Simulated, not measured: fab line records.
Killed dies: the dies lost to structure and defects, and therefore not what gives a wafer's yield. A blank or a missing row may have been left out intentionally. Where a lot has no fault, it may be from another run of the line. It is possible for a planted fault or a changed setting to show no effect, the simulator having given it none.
A struck lot beside a sound one | flow n5 finfet | 19 steps out of a route of 1938
Sound: these wafers, L700.1, L700.3, L700.4. The struck wafers were L706.2, L706.3, L706.4. The cause comes at the end.
Per side, at each step with rows, come the tool, then ch with its chambers, and then its first start. Under that, the readings that differ: sound wafers | struck wafers | difference of the means | sigmas: that difference in standard deviations of wafers without a fault.
alike: readings with means less than 2 such deviations apart, plus words and numbers identical on both sides. not compared: withheld readings, readings lacking a value on some wafer, bounds such as >300 that could conceal the same value, and numbers that have no deviation in the record and whose values overlap.
A row with sigmas, a row that says differs or no value, or rows on one side alone: a step with any of these is where the two part. Non-overlapping numbers with no deviation appear without sigmas and do not part them. Lack of a reading on every wafer of one side parts them only where that side has two or more wafers.

first, 7 steps without rows for these wafers: N5_BEOL_M15_COAT_04 (resist thk 800 nm); N5_BEOL_M15_EBR_06; N5_BEOL_M15_SOFTBAKE_05 (time 60 s); N5_BEOL_M15_EXPOSE_07 (exposes mask V14); N5_BEOL_M15_PEB_08 (peb time 90 s); N5_BEOL_M15_DEVELOP_09 (develop time 45 s); N5_BEOL_M15_HARDBAKE_14 (time 120 s).
N5_BEOL_M15_CD_MEAS_10: target cd 360 nm.
  sound on cd sem-02 ch 0, day 11 16:04; struck on cd sem-02 ch 0, day 13 16:42
  alike: cd nm
N5_BEOL_M15_OVL_MEAS_11:
  sound on overlay-01 ch 0, day 11 16:06; struck on overlay-02 ch 0, day 13 16:44
  alike: V14_OVL
N5_BEOL_M15_INSPECT_12: inspects for defects (macro).
  sound on defect inspect-01, day 11 16:08; struck on defect inspect-02, day 13 16:45
  alike: raw defect count
N5_BEOL_M15_DESCUM_15: chemistry O2, time 7.9 s.
  sound on rie diel-06 ch 0,1,3, day 11 16:10; struck on rie diel-06 ch 0,2,3, day 13 16:47
  alike: drypump motor current A, o2 flow sccm, oes product au, rf vpp V, showerhead plenum p Torr, throttle valve pct
  not compared: rf hours counter h
N5_BEOL_M15_ETCH_59: etches BARC in N2/H2, target depth 89 nm, overetch 26.7 nm, time 67.9 s.
  sound on rie diel-06 ch 0,1,3, day 11 16:12; struck on rie diel-06 ch 0,2,3, day 13 16:49
  alike: bias w, chamber pressure mTorr, drypump motor current A, h2 flow sccm, oes product au, rf vpp V, showerhead plenum p Torr, throttle valve pct
  not compared: rf hours counter h
N5_BEOL_M15_VIA_ETCH_16: etches SiO2 in C4F8/O2/Ar, target depth 1792.2 nm.
  sound on rie diel-06 ch 0,1,3, day 11 16:15; struck on rie diel-06 ch 0,2,3, day 13 16:52
  no value came back on the struck wafers for any of 8 readings (C4F8_flow_sccm (sccm), O2_flow_sccm (sccm) and others); on the sound wafers C4F8_flow_sccm (sccm) reads 15.99 15.97 15.91
  reading                                    | sound             | struck          | difference | sigmas
  model.coat_of_BEOL_M15_COAT_04.thk nm (nm) | 353.8 347.2 338.2 | 724.8 718.8 723 | +375.8     |
N5_BEOL_M15_STRIP_63: strips in O2.
  sound on rie diel-06 ch 0,1,3; struck on rie diel-06 ch 0,2,3
  alike: drypump motor current A, o2 flow sccm, oes product au, rf vpp V, showerhead plenum p Torr, throttle valve pct
  not compared: rf hours counter h
N5_BEOL_M15_STRIP_64: strips in O2.
  sound on rie diel-06 ch 0,1,3; struck on rie diel-06 ch 0,2,3
  alike: drypump motor current A, o2 flow sccm, oes product au, rf vpp V, showerhead plenum p Torr, throttle valve pct
  not compared: rf hours counter h
then, 2 steps without rows for these wafers: N5_BEOL_M15_STRIP_65 (strips in post etch residue remover, time 60 s); N5_BEOL_M15_SRD_66 (time 30 s, dry time 30 s).
N5_BEOL_M15_CD_MEAS_17: target cd 360 nm.
  sound on cd sem-01, day 11 16:40; struck on cd sem-01, day 13 17:17
  reading    | sound             | struck | difference                    | sigmas
  cd nm (nm) | 358.4 358.4 361.9 | - - -  | no value on the struck wafers |
then, 1 step without rows for these wafers: N5_BEOL_M15_COAT_56 (time 60 s, resist thk 550 nm).

WHERE THEY PART
Earliest at N5_BEOL_M15_VIA_ETCH_16; latest, in this record, at N5_BEOL_M15_CD_MEAS_17.

WHY: the cause the simulator had injected
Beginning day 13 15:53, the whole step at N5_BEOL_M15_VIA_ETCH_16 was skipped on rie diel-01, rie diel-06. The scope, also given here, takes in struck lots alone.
